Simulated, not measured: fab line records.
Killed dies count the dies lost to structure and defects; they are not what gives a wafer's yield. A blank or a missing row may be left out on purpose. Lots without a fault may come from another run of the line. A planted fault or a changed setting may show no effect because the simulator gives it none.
Matching of chambers    flow n5Finfet    N5_BEOL_M0_SAQP_SPACER1_ETCHBACK_99 on rieDiel-01 has 4 sister chambers
The step etches SiO2 in CHF3/O2, target depth 15.4 nm, time 7.7 s. 8 wafers are shown with their chamber, then 7 later ones without.

## WAFERS WITH THEIR CHAMBER
wafer   chamber  drypumpMotorCurrentA (A)  showerheadPlenumPTorr (Torr)
L075.6  0        5.3                       2.44
L077.4  1        6.5                       2.30
L085.4  0        5.3                       2.44
L088.1  1        6.4                       2.29
L088.2  3        5.7                       2.39
L088.4  2        5.9                       2.34
L091.1  3        5.7                       2.39
L091.2  2        5.9                       2.34

## WAFERS WITH NO CHAMBER GIVEN
wafer   drypumpMotorCurrentA (A)  showerheadPlenumPTorr (Torr)
L091.4  6.4                       2.29
L094.1  5.3                       2.43
L094.3  6.4                       2.29
L094.4  6.4                       2.29
L097.3  6.4                       2.28
L097.5  6.4                       2.28
L097.6  5.9                       2.33

## WHICH CHAMBER EACH ONE RAN IN
wafer   from the rows above  in truth
L091.4  1                    1
L094.1  0                    0
L094.3  1                    1
L094.4  1                    1
L097.3  1                    1
L097.5  1                    1
L097.6  2                    2
Placed correctly: 7 of 7. Not placeable from these rows: 0. 0 placed wrongly.
How it was worked out, from the rows above alone: a wafer's distance from a chamber is the root of the sum, over the readings, of the square of ((its reading less the chamber's mean) divided by the reading's scatter). If the next closest chamber is less than 2 further off than the closest, the wafer can't be placed; otherwise it belongs to the closest. Each chamber's mean is taken over the wafers shown for it. The scatter is the square root of a quotient: the sum, over the shown wafers, of each reading's squared deviation from its chamber's mean, divided by wafers minus chambers.
